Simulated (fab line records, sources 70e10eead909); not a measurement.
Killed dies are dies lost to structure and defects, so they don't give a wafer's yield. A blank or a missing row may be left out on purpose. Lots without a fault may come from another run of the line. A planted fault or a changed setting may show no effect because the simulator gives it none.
Chamber matching | flow nand_harc | NHARC_A_WL_FILL_ALD_10 on ald_hk-02: 4 sister chambers
The step deposits SiO2, target thk 50 nm, pulse time 10 s, ald cycles 500. 8 wafers are shown with their chamber, then 6 later ones without.

WAFERS WITH THEIR CHAMBER
wafer  | chamber | heater_power_w (W) | precursor_pulse_height_rel
L521.4 | 0       | 431                | 1.028
L523.2 | 1       | 417                | 1.043
L523.5 | 0       | 428                | 0.981
L525.2 | 2       | 472                | 0.983
L525.4 | 3       | 569                | 1.007
L525.5 | 2       | 481                | 1.064
L528.1 | 1       | 420                | 1.002
L528.5 | 3       | 577                | 0.942

WAFERS WITHOUT THEIR CHAMBER
wafer  | heater_power_w (W) | precursor_pulse_height_rel
L528.6 | 426                | 0.979
L530.5 | 461                | 1.009
L530.6 | 576                | 1.014
L531.1 | 420                | 0.973
L531.3 | 437                | 1.000
L531.5 | 419                | 0.985

WHICH CHAMBER EACH WENT THROUGH
wafer  | from the rows above     | in truth
L528.6 | can't be placed: 0 or 1 | 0
L530.5 | 2                       | 2
L530.6 | 3                       | 3
L531.1 | can't be placed: 1 or 0 | 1
L531.3 | 0                       | 0
L531.5 | can't be placed: 1 or 0 | 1
Placed correctly: 3 of 6. Can't be placed from these rows: 3 (the true chamber is among the candidates in 3). Placed wrongly: 0.
How it was worked out, from the rows above alone: a wafer's distance from a chamber is the root of the sum, over the readings, of the square of ((its reading less the chamber's mean) divided by the reading's scatter). The wafer belongs to the nearest chamber; if the next one is less than 2 further off, it can't be placed. A chamber's mean is the mean of its shown wafers. The scatter: the root of (the sum of the squares of (reading less its chamber's mean) over the shown wafers, divided by (wafers less chambers)).
